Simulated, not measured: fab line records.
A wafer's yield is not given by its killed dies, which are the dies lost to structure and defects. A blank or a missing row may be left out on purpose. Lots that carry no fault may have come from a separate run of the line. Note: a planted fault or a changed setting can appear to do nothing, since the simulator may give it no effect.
A lot that was struck, set against a sound lot || flow n5Finfet || 23 out of 1938 route steps
Sound: wafers L778.2, L778.4, L778.6. Wafers L777.1, L777.2, L777.4 were the ones struck. The cause is named last.
Per side, at each step with rows, come the tool, then ch with its chambers, and then its first start. Under that, the readings that differ: sound wafers || struck wafers || difference of the means || sigmas: that difference in standard deviations of wafers without a fault.
alike: a reading whose means differ by less than 2 such deviations, as well as words and numbers matching on both sides. not compared: withheld readings; readings where some wafer has no value; bounds like >300 that might hide an equal value; numbers whose values overlap and for which the record gives no deviation.
A row with sigmas, a row that says differs or no value, or rows on one side alone: a step with any of these is where the two part. Numbers that don't overlap but have no deviation are shown without sigmas and don't part them. Lack of a reading on every wafer of one side parts them only where that side has two or more wafers.

first, 8 steps without rows for these wafers: N5_BEOL_M9_ANNEAL_51 (time 90 s); N5_BEOL_M9_CMP_52 (polishes, stops on SiCOH lowk, t overpolish 7 s, target thk 140 nm); N5_BEOL_M9_PRE_CLEAN_55 (time 15 s); N5_BEOL_M9_DEP_56 (deposits SiCN from 3MS/NH3, target thk 15 nm, time 26.5 s); N5_BEOL_M10_ILD_DEP_00 (deposits SiCOH lowk from DEMS/porogen, target thk 308.51 nm, time 58 s); N5_BEOL_M10_CURE_71 (cures SiCOH lowk, time 240 s); N5_BEOL_M10_PECVD_70 (deposits SiO2 from TEOS/O2, target thk 20 nm, time 22.7 s); N5_BEOL_M10_HM_DEP_02 (deposits TiN, target thk 20 nm).
N5_BEOL_M10_COAT_59: time 60 s, resist thk 100 nm.
  sound on lithoTrack-02 ch 0, day 15 19:27; struck on lithoTrack-03 ch 0, day 15 22:59
{"reading": "spinSpeedRpm (rpm)", "sound": "1500.9 1500.0 1500.9", "struck": "1643.9 1644.7 1644.6", "difference": "+143.8", "sigmas": "+99 or more"}
{"reading": "model.SOC_of_BEOL_M10_COAT_59.thkNm (nm)", "sound": "100.6 100.6 100", "struck": "95.4 95.4 95.4", "difference": -5.0, "sigmas": ""}
  alike: exhaustPa
then, 9 steps without rows for these wafers: N5_BEOL_M10_COAT_60 (time 60 s, resist thk 30 nm); N5_BEOL_M10_COAT_05 (resist thk 90 nm); N5_BEOL_M10_EBR_07; N5_BEOL_M10_SOFTBAKE_06 (time 60 s); N5_BEOL_M10_EXPOSE_08 (exposes mask M10); N5_BEOL_M10_PEB_09 (peb time 60 s); N5_BEOL_M10_DEVELOP_10 (develop time 30 s); N5_BEOL_M10_DESCUM_16 (chemistry O2, time 7.9 s); N5_BEOL_M10_ETCH_61 (etches SiARC in CF4, target depth 39 nm, time 65 s).
N5_BEOL_M10_ETCH_62: etches SOC in N2/H2, target depth 110 nm, overetch 22 nm, time 165 s.
  sound on rieDiel-01 ch 1,2,3, day 15 20:02; struck on rieDiel-06 ch 0,1,3, day 15 23:40
{"reading": "model.etch.depthNm (nm)", "sound": "100.7 100.5 100", "struck": "95.47 95.4 95.46", "difference": -4.96, "sigmas": ""}
  alike: drypumpMotorCurrentA, n2FlowSccm, oesProductAu, rfVppV, showerheadPlenumPTorr, throttleValvePct
  not compared: rfHoursCounterH
then, 2 steps without rows for these wafers: N5_BEOL_M10_STRIP_68 (strips in N2/H2); N5_BEOL_M10_STRIP_67 (strips in CF4).
N5_BEOL_M10_HM_OPEN_17: chemistry Cl2/BCl3, target TiN, target depth 20 nm, overetch 6 nm.
  sound on rieMetal-01 ch 0,1, day 15 20:14; struck on rieMetal-03 ch 1, day 15 23:51
{"reading": "model.SOC_of_BEOL_M10_COAT_59.thkNm (nm)", "sound": "92.8 92.6 92.2", "struck": "87.4 87.4 87.4", "difference": -5.1, "sigmas": ""}
  alike: drypumpMotorCurrentA, oesProductAu, throttleValvePct
  not compared: rfHoursCounterH
then, 1 step without rows for these wafers: N5_BEOL_M10_STRIP_19 (strips in O2).

## WHERE THEY PART
N5_BEOL_M10_COAT_59 only, going by this record. Later steps at which nothing parts them and some readings are alike: N5_BEOL_M10_ETCH_62, N5_BEOL_M10_HM_OPEN_17.

WHY: what had been put in by the simulator
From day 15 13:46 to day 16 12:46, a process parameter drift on lithoTrack-03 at N5_BEOL_M10_COAT_59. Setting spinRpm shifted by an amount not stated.
